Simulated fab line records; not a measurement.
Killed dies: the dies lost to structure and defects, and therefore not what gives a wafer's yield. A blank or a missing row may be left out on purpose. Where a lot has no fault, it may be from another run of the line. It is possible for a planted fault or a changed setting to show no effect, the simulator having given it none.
Which tool did it? || flow n5_finfet || Sampling: 9 lots, 27 wafers, 5 of 1938 route steps

WHAT THE GAUGES SHOWED, per wafer
N5_BEOL_M7_RS_MEAS_57: measurement is done with a four-point probe.
{"lot": "L640", "measured": "day 9 12:38", "on": "film_metro-01", "M7_RS (ohm/sq)": "0.285 0.297 0.283"}
{"lot": "L641", "measured": "day 9 13:18", "on": "film_metro-02", "M7_RS (ohm/sq)": "0.289 0.295 0.302"}
{"lot": "L642", "measured": "day 10 00:51", "on": "film_metro-02", "M7_RS (ohm/sq)": "0.287 0.298 0.283"}
{"lot": "L643", "measured": "day 10 08:12", "on": "film_metro-02", "M7_RS (ohm/sq)": "0.289 0.290 0.281"}
{"lot": "L644", "measured": "day 10 14:46", "on": "film_metro-01", "M7_RS (ohm/sq)": "0.270 0.263 0.275"}
{"lot": "L645", "measured": "day 11 04:50", "on": "film_metro-02", "M7_RS (ohm/sq)": "0.293 0.280 0.276"}
{"lot": "L652", "measured": "day 12 17:05", "on": "film_metro-01", "M7_RS (ohm/sq)": "0.280 0.287 0.273"}
{"lot": "L657", "measured": "day 13 11:43", "on": "film_metro-02", "M7_RS (ohm/sq)": "0.297 0.290 0.291"}
{"lot": "L661", "measured": "day 15 00:08", "on": "film_metro-01", "M7_RS (ohm/sq)": "0.297 0.286 0.278"}

N5_BEOL_M8_THK_MEAS_01.
{"lot": "L640", "measured": "day 9 13:17", "on": "film_metro-02", "M8_ILD_THK (nm)": "154.5 151.8 156.4"}
{"lot": "L641", "measured": "day 9 13:56", "on": "film_metro-02", "M8_ILD_THK (nm)": "153.0 153.5 157.9"}
{"lot": "L642", "measured": "day 10 01:29", "on": "film_metro-01", "M8_ILD_THK (nm)": "152.1 153.3 157.4"}
{"lot": "L643", "measured": "day 10 09:32", "on": "film_metro-02", "M8_ILD_THK (nm)": "153.1 156.4 155.6"}
{"lot": "L644", "measured": "day 10 15:27", "on": "film_metro-01", "M8_ILD_THK (nm)": "152.1 153.9 153.7"}
{"lot": "L645", "measured": "day 11 05:28", "on": "film_metro-02", "M8_ILD_THK (nm)": "157.9 155.3 157.3"}
{"lot": "L652", "measured": "day 12 17:43", "on": "film_metro-01", "M8_ILD_THK (nm)": "155.7 152.4 158.0"}
{"lot": "L657", "measured": "day 13 12:21", "on": "film_metro-02", "M8_ILD_THK (nm)": "155.2 155.7 154.2"}
{"lot": "L661", "measured": "day 15 00:46", "on": "film_metro-01", "M8_ILD_THK (nm)": "154.3 153.7 156.9"}

N5_BEOL_M8_CD_MEAS_28: target cd 40 nm.
{"lot": "L640", "measured": "day 9 17:10", "on": "cd_sem-02", "cd_nm (nm)": "40.67 40.45 40.47"}
{"lot": "L641", "measured": "day 9 17:00", "on": "cd_sem-03", "cd_nm (nm)": "40.06 40.17 40.40"}
{"lot": "L642", "measured": "day 10 04:20", "on": "cd_sem-02", "cd_nm (nm)": "40.17 39.98 40.25"}
{"lot": "L643", "measured": "day 10 11:17", "on": "cd_sem-02", "cd_nm (nm)": "39.94 39.84 40.31"}
{"lot": "L644", "measured": "day 10 17:19", "on": "cd_sem-01", "cd_nm (nm)": "39.87 39.98 40.11"}
{"lot": "L645", "measured": "day 11 12:16", "on": "cd_sem-01", "cd_nm (nm)": "40.04 40.22 40.31"}
{"lot": "L652", "measured": "day 12 21:40", "on": "cd_sem-02", "cd_nm (nm)": "39.17 39.33 39.25"}
{"lot": "L657", "measured": "day 13 17:42", "on": "cd_sem-03", "cd_nm (nm)": "40.27 40.22 40.29"}
{"lot": "L661", "measured": "day 15 04:50", "on": "cd_sem-01", "cd_nm (nm)": "40.02 40.02 40.30"}

TOOL THAT RAN EACH LOT (tool first, then ch and the chambers of the sampled wafers, then the start)
{"lot": "L640", "N5_BEOL_M8_ETCH_62": "rie_diel-02 ch 1,2,3, day 9 15:39", "N5_BEOL_M8_EXPOSE_25": "euv_scanner-02 ch 0, day 9 17:02"}
{"lot": "L641", "N5_BEOL_M8_ETCH_62": "rie_diel-05 ch 0,1,3, day 9 16:12", "N5_BEOL_M8_EXPOSE_25": "euv_scanner-01 ch 0, day 9 16:52"}
{"lot": "L642", "N5_BEOL_M8_ETCH_62": "rie_diel-02 ch 2,3, day 10 03:29", "N5_BEOL_M8_EXPOSE_25": "euv_scanner-02 ch 0, day 10 04:13"}
{"lot": "L643", "N5_BEOL_M8_ETCH_62": "rie_diel-03 ch 1,3, day 10 10:12", "N5_BEOL_M8_EXPOSE_25": "euv_scanner-01 ch 0, day 10 11:10"}
{"lot": "L644", "N5_BEOL_M8_ETCH_62": "rie_diel-05 ch 1,3, day 10 16:13", "N5_BEOL_M8_EXPOSE_25": "euv_scanner-02 ch 0, day 10 17:11"}
{"lot": "L645", "N5_BEOL_M8_ETCH_62": "rie_diel-03 ch 1,2, day 11 08:02", "N5_BEOL_M8_EXPOSE_25": "euv_scanner-01 ch 0, day 11 12:08"}
{"lot": "L652", "N5_BEOL_M8_ETCH_62": "rie_diel-05 ch 0,3, day 12 20:14", "N5_BEOL_M8_EXPOSE_25": "euv_scanner-01 ch 0, day 12 21:32"}
{"lot": "L657", "N5_BEOL_M8_ETCH_62": "rie_diel-02 ch 0,1,3, day 13 15:32", "N5_BEOL_M8_EXPOSE_25": "euv_scanner-02 ch 0, day 13 17:34"}
{"lot": "L661", "N5_BEOL_M8_ETCH_62": "rie_diel-03 ch 1,2, day 15 02:34", "N5_BEOL_M8_EXPOSE_25": "euv_scanner-02 ch 0, day 15 04:43"}
- N5_BEOL_M8_ETCH_62: etches SOC in N2/H2, target depth 110 nm, overetch 22 nm, time 165 s.
- N5_BEOL_M8_EXPOSE_25: exposes mask V7, target cd 40 nm.

WHAT THE TOOLS THEMSELVES READ (means of the sampled wafers that have a number; where no wafer has one, the mark that the record gives instead)
N5_BEOL_M8_ETCH_62.
{"lot": "L640", "tool": "rie_diel-02", "drypump_motor_current_A (A)": 5.7, "oes_product_au (a.u.)": 0.71, "rf_vpp_V (V)": 523.3, "showerhead_plenum_p_Torr (Torr)": 2.53, "throttle_valve_pct (%)": 17.74}
{"lot": "L641", "tool": "rie_diel-05", "drypump_motor_current_A (A)": 5.8, "oes_product_au (a.u.)": 0.59, "rf_vpp_V (V)": 526.0, "showerhead_plenum_p_Torr (Torr)": 2.62, "throttle_valve_pct (%)": 18.00}
{"lot": "L642", "tool": "rie_diel-02", "drypump_motor_current_A (A)": 5.9, "oes_product_au (a.u.)": 0.74, "rf_vpp_V (V)": 523.1, "showerhead_plenum_p_Torr (Torr)": 2.47, "throttle_valve_pct (%)": 17.73}
{"lot": "L643", "tool": "rie_diel-03", "drypump_motor_current_A (A)": 6.1, "oes_product_au (a.u.)": 0.61, "rf_vpp_V (V)": 524.7, "showerhead_plenum_p_Torr (Torr)": 2.53, "throttle_valve_pct (%)": 17.72}
{"lot": "L644", "tool": "rie_diel-05", "drypump_motor_current_A (A)": 6.1, "oes_product_au (a.u.)": 0.58, "rf_vpp_V (V)": 525.9, "showerhead_plenum_p_Torr (Torr)": 2.62, "throttle_valve_pct (%)": 18.20}
{"lot": "L645", "tool": "rie_diel-03", "drypump_motor_current_A (A)": 6.1, "oes_product_au (a.u.)": 0.70, "rf_vpp_V (V)": 524.3, "showerhead_plenum_p_Torr (Torr)": 2.51, "throttle_valve_pct (%)": 17.64}
{"lot": "L652", "tool": "rie_diel-05", "drypump_motor_current_A (A)": 6.0, "oes_product_au (a.u.)": 0.76, "rf_vpp_V (V)": 525.9, "showerhead_plenum_p_Torr (Torr)": 2.61, "throttle_valve_pct (%)": 17.63}
{"lot": "L657", "tool": "rie_diel-02", "drypump_motor_current_A (A)": 5.9, "oes_product_au (a.u.)": 0.62, "rf_vpp_V (V)": 521.3, "showerhead_plenum_p_Torr (Torr)": 2.47, "throttle_valve_pct (%)": 17.91}
{"lot": "L661", "tool": "rie_diel-03", "drypump_motor_current_A (A)": 5.8, "oes_product_au (a.u.)": 0.70, "rf_vpp_V (V)": 522.7, "showerhead_plenum_p_Torr (Torr)": 2.49, "throttle_valve_pct (%)": 17.59}

N5_BEOL_M8_EXPOSE_25.
{"lot": "L640", "tool": "euv_scanner-02", "exposure_dose_mJ_cm2": 42.3}
{"lot": "L641", "tool": "euv_scanner-01", "exposure_dose_mJ_cm2": 42.9}
{"lot": "L642", "tool": "euv_scanner-02", "exposure_dose_mJ_cm2": 42.4}
{"lot": "L643", "tool": "euv_scanner-01", "exposure_dose_mJ_cm2": 43.0}
{"lot": "L644", "tool": "euv_scanner-02", "exposure_dose_mJ_cm2": 42.3}
{"lot": "L645", "tool": "euv_scanner-01", "exposure_dose_mJ_cm2": 43.0}
{"lot": "L652", "tool": "euv_scanner-01", "exposure_dose_mJ_cm2": 41.7}
{"lot": "L657", "tool": "euv_scanner-02", "exposure_dose_mJ_cm2": 42.2}
{"lot": "L661", "tool": "euv_scanner-02", "exposure_dose_mJ_cm2": 42.4}

THE ANSWER, worked out from the rows above alone
Rule: what is usual is taken from the lots themselves. The widest of any qualifying gaps counts: lots, ordered by their means at a reading, are off when they make up no more than a third of the lots, leave a main group of 4 or more, and stand apart from it by 3 or more times the standard deviation of that group's means. A main group whose means are all the same, to the digits that the tables above print for the reading, isn't used. Also off: a lot with no number at a reading for which 4 or more lots have one. Where the step has rows for the other lots, those lots are counted as sound. First the gauges in route order, then the tools' own readings, where a lot's mean is used as printed above. At the first step where some lot is off, the reading lying furthest off is the one used; lots without a number count as furthest.
Off at N5_BEOL_M8_CD_MEAS_28 (cd_nm): L652. The main group has a mean of 40.18 nm with a standard deviation of 0.16.
If a tool, at a process step before that reading, ran all the lots that are off and no sound lot after the first of them, it fits. The gauges at N5_BEOL_M8_CD_MEAS_28 aren't tried: what is off there is off at N5_BEOL_M8_ETCH_62 too, on other tools, and a gauge's error can't cause that. 2 tools fit, rie_diel-05 at N5_BEOL_M8_ETCH_62 and euv_scanner-01 at N5_BEOL_M8_EXPOSE_25, so this cannot tell which one it is.

WHAT THE SIMULATOR PUT IN
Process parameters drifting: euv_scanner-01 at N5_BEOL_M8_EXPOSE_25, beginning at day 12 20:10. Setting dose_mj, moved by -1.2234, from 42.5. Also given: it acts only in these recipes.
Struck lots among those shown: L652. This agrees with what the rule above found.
